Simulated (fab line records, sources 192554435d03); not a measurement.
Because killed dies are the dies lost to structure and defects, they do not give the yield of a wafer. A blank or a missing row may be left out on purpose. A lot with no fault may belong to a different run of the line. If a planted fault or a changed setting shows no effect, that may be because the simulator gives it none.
Which tool is to blame?	flow n5-finfet	9 lots with 26 wafers sampled at 6 steps, on a route of 1938 steps

WHAT THE GAUGES READ, wafer by wafer
N5_BEOL_M3_RS_MEAS_58: a four-point-probe measurement. Usual: M3_RS gives 0.67 ohm/sq (standard deviation 0.032).
lot	measured	on	M3_RS (ohm/sq)	flag
L586	day 8 20:01	film-metro-01	0.69 0.67 0.67	
L585	day 8 21:54	film-metro-01	0.71 0.68 0.67	
L587	day 9 00:48	film-metro-02	0.70 0.67 0.68	
L590	day 9 04:16	film-metro-01	0.72 0.62 0.63	
L598	day 11 02:51	film-metro-01	0.67 0.66	
L604	day 12 22:02	film-metro-02	0.67 0.65 0.67	
L605	day 13 08:14	film-metro-01	0.68 0.71 0.67	
L606	day 14 00:54	film-metro-02	0.66 0.64 0.64	
L608	day 14 06:00	film-metro-02	0.73 0.60 0.67	

N5_BEOL_M4_OVL_MEAS_12. Usual: M4_OVL gives 0.0 nm (standard deviation 0.65).
lot	measured	on	M4_OVL (nm)	flag
L586	day 8 21:15	overlay-01	0.9 0.4 0.2	
L585	day 9 00:30	overlay-02	-0.2 0.4 -0.2	
L587	day 9 01:56	overlay-02	0.6 1.4 0.9	
L590	day 9 06:01	overlay-02	-0.1 0.3 0.2	
L598	day 11 04:10	overlay-01	-0.9 0.3	
L604	day 12 23:55	overlay-02	-0.8 0.3 -0.2	
L605	day 13 09:10	overlay-01	0.5 0.6 0.4	
L606	day 14 02:37	overlay-02	-0.8 -0.7 -1.0	
L608	day 14 06:41	overlay-02	0.0 0.4 -0.5	

N5_BEOL_M4_CD_MEAS_18: pitch 36 nm, target cd 18 nm. Usual: cd-nm reads 18.01 nm (standard deviation 0.28).
lot	measured	on	cd-nm (nm)	flag
L586	day 8 21:49	cd-sem-03	18.21 18.55 18.18	
L585	day 9 01:05	cd-sem-03	17.87 17.90 18.05	
L587	day 9 02:31	cd-sem-03	17.84 17.81 17.96	
L590	day 9 06:32	cd-sem-03	17.97 18.09 18.48	
L598	day 11 04:50	cd-sem-01	18.78 19.06	OFF
L604	day 13 00:26	cd-sem-02	17.95 18.00 18.30	
L605	day 13 09:43	cd-sem-01	18.06 18.50 18.05	
L606	day 14 03:08	cd-sem-02	17.87 18.08 18.05	
L608	day 14 07:12	cd-sem-01	18.37 18.28 18.43	

N5_BEOL_M4_RC_MEAS_101. Usual: DIBL_N 36.6 mV/V, standard deviation 1.9; DIBL_P 36.7 mV/V, standard deviation 2.2; IOFF_N 0.16 nA/um, standard deviation 0.035; IOFF_P 0.22 nA/um, standard deviation 0.038; ION_N 672 uA/um, standard deviation 14; ION_P 462 uA/um, standard deviation 8.3; SS_N 71.6 mV/dec, standard deviation 0.65; SS_P 73.5 mV/dec, standard deviation 0.72; VT_N 250 mV, standard deviation 3.5; VT_P -250 mV, standard deviation 3.1.
lot	measured	on	DIBL_N (mV/V)	DIBL_P (mV/V)	IOFF_N (nA/um)	IOFF_P (nA/um)	ION_N (uA/um)	ION_P (uA/um)	SS_N (mV/dec)	SS_P (mV/dec)	VT_N (mV)	VT_P (mV)	flag
L586	day 9 10:38	prober-02	37.8 42.0 34.8	36.2 40.1 33.9	0.15 0.27 0.13	0.21 0.27 0.18	666 682 680	459 458 468	71.6 73.9 71.1	72.7 74.7 72.6	250 245 252	-249 -249 -251	
L585	day 9 11:10	prober-01	39.2 37.5 33.2	40.5 39.0 32.6	0.22 0.17 0.10	0.34 0.29 0.18	686 677 646	483 471 455	71.1 71.0 69.9	74.5 73.9 72.5	243 247 255	-239 -244 -252	
L587	day 10 02:23	prober-02	37.3 33.2 34.2	37.3 32.7 34.5	0.16 0.11 0.13	0.25 0.18 0.20	690 685 676	480 474 477	71.2 70.0 70.5	73.6 72.5 72.5	248 253 251	-247 -250 -249	
L590	day 10 06:55	prober-02	35.6 37.4 34.8	35.6 37.6 36.4	0.12 0.16 0.13	0.20 0.22 0.21	653 651 661	462 448 462	71.6 72.3 70.8	72.9 73.5 73.2	255 252 253	-250 -251 -248	
L598	day 12 08:23	prober-01	35.5 35.3	35.2 34.6	0.13 0.14	0.18 0.18	650 665	451 452	71.8 71.5	73.1 73.1	252 253	-251 -251	
L604	day 13 09:16	prober-02	40.8 35.1 36.6	42.0 35.6 36.8	0.26 0.14 0.16	0.32 0.21 0.21	692 663 676	467 457 462	72.9 71.1 71.7	74.4 73.1 73.4	245 251 250	-245 -249 -251	
L605	day 14 07:06	prober-01	37.4 37.4 38.9	38.4 38.9 38.7	0.16 0.17 0.18	0.22 0.25 0.24	678 667 654	468 455 452	71.0 71.4 72.4	74.4 73.9 74.9	251 253 254	-249 -247 -249	
L606	day 14 14:19	prober-02	38.1 35.2 35.7	37.1 34.2 34.4	0.19 0.14 0.14	0.25 0.19 0.21	669 680 678	458 466 474	71.4 71.2 71.6	73.8 72.6 73.6	249 251 249	-248 -250 -248	
L608	day 14 16:10	prober-01	37.0 36.8 38.7	38.4 38.0 39.6	0.17 0.17 0.20	0.22 0.24 0.26	674 676 694	467 459 470	71.4 72.2 72.2	73.3 74.1 73.6	251 248 249	-250 -248 -248	

EACH LOT AND THE TOOL THAT RAN IT (in order: tool; ch and the chambers of the sampled wafers; start)
lot	N5_BEOL_M4_ETCH_64	N5_BEOL_M4_STRIP_66
L586	rie-diel-05 ch 0,2, day 8 21:28	rie-diel-05 ch 0,2, day 8 21:36
L585	rie-diel-05 ch 1,2, day 9 00:40	rie-diel-05 ch 1,2, day 9 00:48
L587	rie-diel-04 ch 1,2,3, day 9 02:10	rie-diel-04 ch 1,2,3, day 9 02:17
L590	rie-diel-04 ch 0,3, day 9 06:11	rie-diel-04 ch 0,3, day 9 06:19
L598	rie-diel-04 ch 0,2, day 11 04:29	rie-diel-04 ch 0,2, day 11 04:37
L604	rie-diel-05 ch 1,3, day 13 00:05	rie-diel-05 ch 1,3, day 13 00:13
L605	rie-diel-02 ch 0,1, day 13 09:21	rie-diel-02 ch 0,1, day 13 09:29
L606	rie-diel-02 ch 2,3, day 14 02:47	rie-diel-02 ch 2,3, day 14 02:55
L608	rie-diel-05 ch 1,3, day 14 06:50	rie-diel-05 ch 1,3, day 14 06:58
- N5_BEOL_M4_ETCH_64: etches SOC in N2/H2, target depth 75 nm, overetch 22.5 nm, time 121.9 s.
- N5_BEOL_M4_STRIP_66: strips in CF4.

AS READ BY THE TOOLS THEMSELVES (means over the sampled wafers that have a number; for cases with no such wafer, the mark the record gives instead)
N5_BEOL_M4_ETCH_64. Usual: drypump-motor-current-A 5.8 A, standard deviation 0.38; oes-product-au 0.56 a.u., standard deviation 0.049; rf-vpp-V 524.0 V, standard deviation 2.7; showerhead-plenum-p-Torr 2.55 Torr, standard deviation 0.098; throttle-valve-pct 17.9 %, standard deviation 0.32.
lot	tool	drypump-motor-current-A (A)	oes-product-au (a.u.)	rf-vpp-V (V)	showerhead-plenum-p-Torr (Torr)	throttle-valve-pct (%)	flag
L586	rie-diel-05	5.6	0.55	525.4	2.61	18.0	
L585	rie-diel-05	5.8	0.54	523.7	2.56	17.9	
L587	rie-diel-04	5.7	0.54	524.5	2.57	18.1	
L590	rie-diel-04	5.6	0.58	522.1	2.51	17.6	
L598	rie-diel-04	5.8	0.57	521.0	2.44	17.6	
L604	rie-diel-05	6.2	0.60	524.8	2.57	17.8	
L605	rie-diel-02	5.8	0.63	527.7	2.67	17.6	
L606	rie-diel-02	5.9	0.64	526.3	2.62	17.7	
L608	rie-diel-05	6.4	0.63	526.4	2.63	17.8	

N5_BEOL_M4_STRIP_66. Usual: drypump-motor-current-A 5.8 A, standard deviation 0.37; oes-product-au 0.73 a.u., standard deviation 0.063; rf-vpp-V 271.3 V, standard deviation 1.7; showerhead-plenum-p-Torr 1.80 Torr, standard deviation 0.064; throttle-valve-pct 13.71 %, standard deviation 0.29.
lot	tool	drypump-motor-current-A (A)	oes-product-au (a.u.)	rf-vpp-V (V)	showerhead-plenum-p-Torr (Torr)	throttle-valve-pct (%)	flag
L586	rie-diel-05	5.5	0.71	271.5	1.83	13.69	
L585	rie-diel-05	5.8	0.71	270.9	1.80	13.64	
L587	rie-diel-04	5.7	0.71	271.4	1.80	13.84	
L590	rie-diel-04	5.6	0.75	271.5	1.79	13.58	
L598	rie-diel-04	5.8	0.73	268.5	1.73	13.44	
L604	rie-diel-05	6.2	0.78	271.1	1.82	13.67	
L605	rie-diel-02	5.8	0.82	272.4	1.88	13.40	
L606	rie-diel-02	5.9	0.83	272.3	1.84	13.48	
L608	rie-diel-05	6.3	0.83	272.6	1.85	13.52	

THE ANSWER, worked out from the rows above alone
Rule: lot off if the mean of its wafers having a number is beyond 3 standard deviations from the usual mean. A lot without any number at a reading at which 4 lots or more have one is off too. Any other lot the step has rows for is counted as sound. The gauges are gone through in route order, then the tools' own readings, and for those a lot's mean is taken as printed above. The first step at which some lot is off is used, and at that step the reading that is off furthest; a lot without a number counts as furthest.
Off: L598, at N5_BEOL_M4_CD_MEAS_18 (cd-nm).
If a tool, at a process step before that reading, ran all the lots that are off and no sound lot after the first of them, it fits. Those tools and the gauges at N5_BEOL_M4_CD_MEAS_18 are tried in the same way. One fits: N5_BEOL_M4_ETCH_64 and N5_BEOL_M4_STRIP_66 on rie-diel-04. At N5_BEOL_M4_ETCH_64 its last sound lot is L590 (day 9 06:11), its first lot that is off L598 (day 11 04:29): a fault that began between those two fits.

WHAT THE SIMULATOR PUT IN
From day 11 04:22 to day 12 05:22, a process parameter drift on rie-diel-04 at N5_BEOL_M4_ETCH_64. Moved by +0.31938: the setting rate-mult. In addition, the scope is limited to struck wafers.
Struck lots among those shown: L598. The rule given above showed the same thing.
